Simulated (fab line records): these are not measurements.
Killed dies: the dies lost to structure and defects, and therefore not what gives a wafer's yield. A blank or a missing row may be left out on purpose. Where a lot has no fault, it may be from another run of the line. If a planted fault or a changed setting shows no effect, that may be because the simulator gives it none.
Chamber matching + flow nandHarc + NHARC_A_CHANNEL_FILL_D1_ALD_25 on aldHk-01 has 4 sister chambers
The step deposits SiOx, target thk 60 nm, pulse time 10 s, ald cycles 600. 18 wafers are shown with their chamber, then 9 later ones without.

== WAFERS, EACH WITH ITS CHAMBER ==
| wafer  | chamber | heaterPowerW (W) | precursorPulseHeightRel | susceptorTempC (C) |
|--------|---------|------------------|-------------------------|--------------------|
| L074.1 | 1       | 463              | 0.970                   | 299.83             |
| L074.2 | 0       | 475              | 1.002                   | 299.84             |
| L074.6 | 0       | 486              | 0.992                   | 300.13             |
| L077.2 | 2       | 573              | 1.025                   | 300.00             |
| L077.3 | 3       | 415              | 1.010                   | 299.82             |
| L077.1 | 0       | 486              | 0.988                   | 300.22             |
| L077.4 | 1       | 473              | 1.002                   | 299.88             |
| L077.5 | 3       | 431              | 0.974                   | 299.89             |
| L077.6 | 2       | 574              | 1.018                   | 300.29             |
| L081.1 | 1       | 477              | 0.997                   | 300.05             |
| L081.3 | 2       | 572              | 0.975                   | 299.87             |
| L081.6 | 1       | 459              | 1.017                   | 300.45             |
| L086.1 | 1       | 472              | 1.055                   | 299.82             |
| L086.4 | 2       | 581              | 1.004                   | 299.99             |
| L086.2 | 3       | 447              | 1.011                   | 300.19             |
| L086.3 | 0       | 479              | 0.987                   | 300.26             |
| L086.5 | 1       | 465              | 0.999                   | 299.91             |
| L086.6 | 2       | 587              | 1.001                   | 299.99             |

SIGNATURES (means of the wafers above)
| reading                 | chamber 0 | chamber 1 | chamber 2 | chamber 3 | scatter within a chamber |
|-------------------------|-----------|-----------|-----------|-----------|--------------------------|
| heaterPowerW            | 481.50    | 468.17    | 577.40    | 431.00    | 8.46                     |
| precursorPulseHeightRel | 0.99225   | 1.00667   | 1.00460   | 0.99833   | 0.0215                   |
| susceptorTempC          | 300.1125  | 299.9900  | 300.0280  | 299.9667  | 0.202                    |
Rule: a wafer's distance from a chamber is the root of the sum, over the readings, of the square of ((its reading less the chamber's mean) divided by the reading's scatter). If the next closest chamber is less than 2 further off than the closest, the wafer can't be placed; otherwise it belongs to the closest. The scatter: take each reading less its chamber's mean, square it, sum over the shown wafers, divide by the number of wafers less the number of chambers, and take the root.

== WAFERS WITHOUT THEIR CHAMBER ==
| wafer  | heaterPowerW (W) | precursorPulseHeightRel | susceptorTempC (C) |
|--------|------------------|-------------------------|--------------------|
| L089.3 | 458              | 0.973                   | 300.21             |
| L089.5 | 490              | 0.994                   | 300.12             |
| L089.6 | 480              | 1.005                   | 300.31             |
| L088.1 | 467              | 1.009                   | 300.06             |
| L088.3 | 485              | 0.970                   | 300.35             |
| L088.4 | 561              | 0.999                   | 300.29             |
| L094.1 | 448              | 1.017                   | 300.08             |
| L094.4 | 586              | 0.994                   | 300.11             |
| L094.6 | 580              | 0.988                   | 300.08             |

== WHICH CHAMBER EACH WENT THROUGH ==
| wafer  | from the rows above          | in truth |
|--------|------------------------------|----------|
| L089.3 | can't be placed: 1 or 0 or 3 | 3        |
| L089.5 | can't be placed: 0 or 1      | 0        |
| L089.6 | can't be placed: 0 or 1      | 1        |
| L088.1 | can't be placed: 1 or 0      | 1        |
| L088.3 | can't be placed: 0 or 1      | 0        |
| L088.4 | 2                            | 2        |
| L094.1 | can't be placed: 3 or 1 or 0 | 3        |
| L094.4 | 2                            | 2        |
| L094.6 | 2                            | 2        |
Correctly placed: 3 of 9. Can't be placed from these rows: 6 (the true chamber is among the candidates in 6). 0 placed wrongly.
